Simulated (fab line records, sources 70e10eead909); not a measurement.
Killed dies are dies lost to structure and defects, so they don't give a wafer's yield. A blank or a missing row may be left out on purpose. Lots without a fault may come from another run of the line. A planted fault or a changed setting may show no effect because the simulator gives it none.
A struck lot beside a sound one | flow nand_harc | 14 steps out of a route of 1302
Sound: wafers L396.1, L396.4, L396.6. Struck: wafers L408.1, L408.3, L408.4. The cause comes at the end.
At each step with rows: each side's tool, then ch and its chambers, then its first start. Under that, the readings that differ: sound wafers | struck wafers | difference of the means | sigmas: that difference in standard deviations of wafers without a fault.
alike: readings whose means differ by less than 2 such deviations, and words and numbers that are the same on both sides. not compared: withheld readings, readings that some wafer has no value for, bounds like >300 that may hide the same value, and numbers for which the record gives no deviation and whose values overlap.
The two part at a step that has a row with sigmas, a row that says differs or no value, or rows on one side only. Numbers that don't overlap but have no deviation are shown without sigmas and don't part them. A reading that every wafer of one side lacks parts them only if that side has two wafers or more.

first, 3 steps without rows for these wafers: NHARC_A_CONTACT_EXPOSE_66 (exposes mask A CC 2); NHARC_A_CONTACT_PEB_67 (peb time 65 s); NHARC_A_CONTACT_DEVELOP_68 (develop time 35 s).
NHARC_A_CONTACT_CD_MEAS_69: target cd 300 nm.
  sound on cd_sem-02 ch 0, day 23 09:15; struck on cd_sem-03 ch 0, day 29 10:04
  alike: cd_nm
NHARC_A_CONTACT_OVL_MEAS_70:
  sound on overlay-02, day 23 09:20; struck on overlay-02, day 29 10:10
  alike: overlay_x_nm, overlay_y_nm
NHARC_A_CONTACT_INSPECT_71:
  sound on defect_inspect-01, day 23 09:22; struck on defect_inspect-02, day 29 10:12
  alike: raw_defect_count
NHARC_A_CONTACT_DESCUM_74: chemistry O2, time 3 s.
  sound on rie_diel-12 ch 0,1, day 23 09:29; struck on rie_diel-12 ch 0,2,3, day 29 10:17
  alike: drypump_motor_current_A, oes_product_au, rf_vpp_V, showerhead_plenum_p_Torr, throttle_valve_pct
  not compared: rf_hours_counter_h
then, 1 step without rows for these wafers: NHARC_A_CONTACT_ETCH_75 (etches the open film in CF4, target depth 39 nm, time 65 s).
NHARC_A_CONTACT_ETCH_76: etches the open film in N2/H2, target depth 260 nm, time 475.3 s.
  sound on rie_diel-12 ch 0,1,3; struck on rie_diel-12 ch 0,1,2
  alike: bias_w, chamber_pressure_mTorr, drypump_motor_current_A, oes_product_au, rf_vpp_V, showerhead_plenum_p_Torr, throttle_valve_pct
  not compared: rf_hours_counter_h
NHARC_A_CONTACT_ETCH_77: etches the open film in CF4/CHF3, target depth 108.9 nm, time 54.5 s.
  sound on rie_diel-12 ch 0,3; struck on rie_diel-12 ch 0,2,3
  alike: bias_w, cf4_flow_sccm, drypump_motor_current_A, oes_product_au, rf_vpp_V, showerhead_plenum_p_Torr, throttle_valve_pct
  not compared: rf_hours_counter_h
NHARC_A_CONTACT_ETCH_78: etches the open film in O2/COS, target depth 5300 nm, time 1378 s.
  sound on rie_diel-12 ch 0,1; struck on rie_diel-12 ch 0,1,2
  alike: bias_w, chamber_pressure_mTorr, drypump_motor_current_A, oes_product_au, rf_vpp_V, showerhead_plenum_p_Torr, throttle_valve_pct
  not compared: rf_hours_counter_h
then, 1 step without rows for these wafers: NHARC_A_CONTACT_ETCH_124 (etches the open film in C4F8/O2/Ar, time 140 s, target depth 700 nm).
NHARC_A_CONTACT_ETCH_125: etches the open film in C4F8/O2/Ar, time 197 s, target depth 1918 nm.
  sound on har_cap_etch-02 ch 0, day 23 12:56; struck on har_cap_etch-01 ch 0,1, day 29 12:04
  no value came back on the struck wafers for chamber_pressure_mTorr (mTorr), oes_air_line_au (a.u.); on the sound wafers chamber_pressure_mTorr (mTorr) reads 19.984 20.018 20.030
  not compared: rf_hours_counter_h
NHARC_A_CONTACT_ETCH_126: etches the open film in C4F8/O2/Ar, time 197 s, target depth 1918 nm.
  sound on har_cap_etch-02 ch 0, day 23 13:07; struck on har_cap_etch-01 ch 0,1, day 29 12:14
  alike: chamber_pressure_mTorr, oes_air_line_au
  not compared: rf_hours_counter_h

WHERE THEY PART
Only at NHARC_A_CONTACT_ETCH_125, within this record. Later steps at which nothing parts them and some readings are alike: NHARC_A_CONTACT_ETCH_126.

WHY: what the simulator had put in
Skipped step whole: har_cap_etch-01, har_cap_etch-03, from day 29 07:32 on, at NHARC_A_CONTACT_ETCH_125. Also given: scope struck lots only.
